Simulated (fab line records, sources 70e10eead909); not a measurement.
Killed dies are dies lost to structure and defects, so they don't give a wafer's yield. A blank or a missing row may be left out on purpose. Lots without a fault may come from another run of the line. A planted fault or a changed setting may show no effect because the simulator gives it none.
A struck lot beside a sound one | flow nand_harc | 15 steps out of a route of 1159
Sound: wafers L941.1, L941.3, L941.4. Struck: wafers L953.2, L953.3, L953.5. The cause comes at the end.
At each step with rows: each side's tool, then ch and its chambers, then its first start. Under that, the readings that differ: sound wafers | struck wafers | difference of the means | sigmas: that difference in standard deviations of wafers without a fault.
alike: readings whose means differ by less than 2 such deviations, and words and numbers that are the same on both sides. not compared: withheld readings, readings that some wafer has no value for, bounds like >300 that may hide the same value, and numbers for which the record gives no deviation and whose values overlap.
The two part at a step that has a row with sigmas, a row that says differs or no value, or rows on one side only. Numbers that don't overlap but have no deviation are shown without sigmas and don't part them. A reading that every wafer of one side lacks parts them only if that side has two wafers or more.

first, 9 steps without rows for these wafers: NHARC_P_GATE_STRIP_50 (strips in SPM, time 900 s); NHARC_P_GATE_DEHYDRATE_51 (time 120 s); NHARC_P_GATE_HMDS_52 (time 30 s); NHARC_P_GATE_COAT_53; NHARC_P_GATE_SOFTBAKE_54 (time 95 s); NHARC_P_GATE_EBR_55; NHARC_P_GATE_EXPOSE_56 (exposes mask P PSD, target cd 720 nm); NHARC_P_GATE_PEB_57 (peb time 85 s); NHARC_P_GATE_DEVELOP_58 (time 70 s).
NHARC_P_GATE_CD_MEAS_59: target cd 720 nm.
  sound on cd_sem-03 ch 0, day 6 00:06; struck on cd_sem-03 ch 0, day 9 07:19
  alike: cd_nm
then, 1 step without rows for these wafers: NHARC_P_GATE_HARDBAKE_60 (time 80 s).
NHARC_P_GATE_DESCUM_61: chemistry O2, time 3 s.
  sound on rie_diel-05 ch 0,2,3, day 6 00:16; struck on rie_diel-05 ch 2,3, day 9 07:28
  alike: drypump_motor_current_A, o2_flow_sccm, oes_product_au, rf_vpp_V, showerhead_plenum_p_Torr, throttle_valve_pct
  not compared: rf_hours_counter_h
NHARC_P_GATE_IMPLANT_62:
  sound on implanter-02 ch 0, day 6 00:26; struck on implanter-02, day 9 07:43
  no value came back on the struck wafers for beam_energy_keV, beam_on_s (s); on the sound wafers beam_energy_keV reads 19.999 20.007 20.000
NHARC_P_GATE_STRIP_112: strips in N2/H2, time 200 s.
  sound on plasma_asher-01 ch 0,1, day 6 00:39; struck on plasma_asher-01 ch 0,1, day 9 07:58
  alike: drypump_motor_current_A, heater_power_w
  not compared: rf_hours_counter_h
-- the record jumps here: 15 days lie between the struck wafers' starts before and after (it left off in module P_GATE and takes up again in module END, whose first step shown is number 1159 of the route) --
NHARC_END_SORT_01:
  sound on prober-01 ch 0, day 19 20:19; struck on prober-01 ch 0, day 24 02:44
  reading             | sound    | struck      | difference | sigmas
  killed_at_periphery | 2 1 2    | 649 643 649 | +645       | +99 or more
  killed_dies         | 22 16 27 | 677 677 677 | +655       | +71
  alike: killed_at_array, killed_at_other, killed_open, killed_short

WHERE THEY PART
First at NHARC_P_GATE_IMPLANT_62; last, within this record, at NHARC_END_SORT_01.

WHY: what the simulator had put in
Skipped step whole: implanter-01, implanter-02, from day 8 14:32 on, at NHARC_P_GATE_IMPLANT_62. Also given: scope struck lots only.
